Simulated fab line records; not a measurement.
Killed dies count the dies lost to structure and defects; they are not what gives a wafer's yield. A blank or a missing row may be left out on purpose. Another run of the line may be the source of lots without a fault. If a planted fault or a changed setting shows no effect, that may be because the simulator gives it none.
A lot that was struck, set against a sound lot ; flow nand-harc ; 25 out of 1159 route steps
Sound: these wafers, L917.1, L917.2, L917.6. The struck wafers were L920.2, L920.4, L920.6. Last of all comes the cause.
Order at every step that has rows: each side's tool, ch and its chambers, its first start. Under that, the readings that differ: sound wafers ; struck wafers ; difference of the means ; sigmas: that difference in standard deviations of wafers without a fault.
alike: a reading whose means differ by less than 2 such deviations, as well as words and numbers matching on both sides. not compared: withheld readings; readings where some wafer has no value; bounds like >300 that might hide an equal value; numbers whose values overlap and for which the record gives no deviation.
A row with sigmas, a row that says differs or no value, or rows on one side alone: a step with any of these is where the two part. Numbers that have no deviation but don't overlap get no sigmas and don't part them. A reading that every wafer of one side lacks parts them only if that side has two wafers or more.

first, 4 steps without rows for these wafers: NHARC_P_GATE_PRECLEAN_71 (cleans in SC1); NHARC_P_GATE_SRD_72; NHARC_P_GATE_OXIDE_16 (material SiO2, target thk 3 nm, ox time 392 s); NHARC_P_GATE_CVD_17 (deposits poly-Si, target thk 150 nm, time 900 s).
NHARC_P_GATE_HM_DEP_102: deposits aC, target thk 120 nm.
  sound on acl-dep-02 ch 0, day 6 04:58; struck on acl-dep-02 ch 0, day 7 04:51
  alike: throttle-valve-pct
NHARC_P_GATE_DEP_103: deposits SiON, target thk 30 nm.
  sound on pecvd-04 ch 0,1,2, day 6 05:38; struck on pecvd-02 ch 0,1,2, day 7 05:28
  alike: heater-power-w
then, 6 steps without rows for these wafers: NHARC_P_GATE_DEHYDRATE_18 (time 120 s); NHARC_P_GATE_HMDS_19 (time 30 s); NHARC_P_GATE_COAT_20 (resist thk 90 nm); NHARC_P_GATE_SOFTBAKE_21 (time 55 s); NHARC_P_GATE_EBR_22; NHARC_P_GATE_EXPOSE_23 (exposes mask P GATE, target cd 120 nm).
NHARC_P_GATE_PEB_24: peb time 65 s.
  sound on litho-track-04 ch 0, day 6 06:16; struck on litho-track-04 ch 0, day 7 06:00
reading;sound;struck;difference;sigmas
heater-power-total-W (W);157.0 157.1 156.5;151.4 151.3 151.5;-5.5;-14
plate-temp-C (C);99.87 100.05 99.95;97.67 97.65 97.76;-2.26;-16
then, 1 step without rows for these wafers: NHARC_P_GATE_DEVELOP_25 (develop time 35 s).
NHARC_P_GATE_CD_MEAS_26: target cd 120 nm.
  sound on cd-sem-03 ch 0, day 6 06:20; struck on cd-sem-01 ch 0, day 7 06:05
reading;sound;struck;difference;sigmas
cd-nm (nm);120.0 120.7 120.6;129.7 129.4 129.4;+9.1;+20
NHARC_P_GATE_OVL_MEAS_27:
  sound on overlay-01, day 6 06:25; struck on overlay-01, day 7 06:11
  alike: overlay-x-nm, overlay-y-nm
NHARC_P_GATE_INSPECT_28:
  sound on defect-inspect-01, day 6 06:28; struck on defect-inspect-01, day 7 06:13
  alike: raw-defect-count
NHARC_P_GATE_DESCUM_31: chemistry O2, time 3 s.
  sound on rie-diel-03 ch 0,2, day 6 06:32; struck on rie-diel-12 ch 0,2,3, day 7 06:17
reading;sound;struck;difference;sigmas
rf-vpp-V (V);56.6 56.7 56.6;59.9 58.3 57.8;+2.0;+2
model.P_GATE.cd-nm (nm);119.9 120.8 120.2;129.9 129.4 129.4;+9.3;
  alike: drypump-motor-current-A, oes-product-au, showerhead-plenum-p-Torr, throttle-valve-pct
  not compared: rf-hours-counter-h
then, 1 step without rows for these wafers: NHARC_P_GATE_ETCH_104 (etches the open film in CF4/CHF3, target depth 60 nm).
NHARC_P_GATE_HM_OPEN_105: chemistry O2/COS, target depth 360 nm.
  sound on rie-diel-03 ch 0,2; struck on rie-diel-12 ch 0,2
  alike: drypump-motor-current-A, oes-product-au, rf-vpp-V, showerhead-plenum-p-Torr, throttle-valve-pct
  not compared: rf-hours-counter-h
then, 1 step without rows for these wafers: NHARC_P_GATE_STRIP_106 (strips in O2/COS).
NHARC_P_GATE_ETCH_114: etches the open film in CF4/O2, target depth 30 nm, overetch 3 nm, time 16.5 s.
  sound on rie-diel-03 ch 0,1,2; struck on rie-diel-12 ch 0,2
  alike: drypump-motor-current-A, oes-product-au, rf-vpp-V, showerhead-plenum-p-Torr, throttle-valve-pct
  not compared: rf-hours-counter-h
NHARC_P_GATE_ETCH_32: etches the open film in HBr/Cl2, target depth 150 nm, time 100.1 s.
  sound on rie-si-04 ch 1,3, day 6 07:15; struck on rie-si-05 ch 0,2,3, day 7 06:45
reading;sound;struck;difference;sigmas
model.P_GATE.cd-nm (nm);123.3 123.9 124.1;130.4 129.8 129.6;+6.2;
  alike: drypump-motor-current-A, oes-product-au, throttle-valve-pct
  not compared: rf-hours-counter-h
NHARC_P_GATE_STRIP_108: strips in O2.
  sound on rie-diel-03 ch 0,1,3, day 6 07:24; struck on rie-diel-12 ch 0,3, day 7 06:54
  alike: drypump-motor-current-A, oes-product-au, rf-vpp-V, showerhead-plenum-p-Torr, throttle-valve-pct
  not compared: rf-hours-counter-h
-- break in the record here, with 14 days between the starts of the struck wafers on either side (left off in module P_GATE, picked up again in module END, where the first step shown is number 1159 on the route) --
NHARC_END_SORT_01:
  here the record holds rows for the struck wafers (prober-01 ch 0, day 21 17:37) but none for the sound ones

WHERE THEY PART
Last at NHARC_END_SORT_01 as far as this record goes, first at NHARC_P_GATE_PEB_24.

WHY: what the simulator had put in
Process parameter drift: litho-track-04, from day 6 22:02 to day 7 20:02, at NHARC_P_GATE_PEB_24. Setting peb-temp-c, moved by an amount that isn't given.
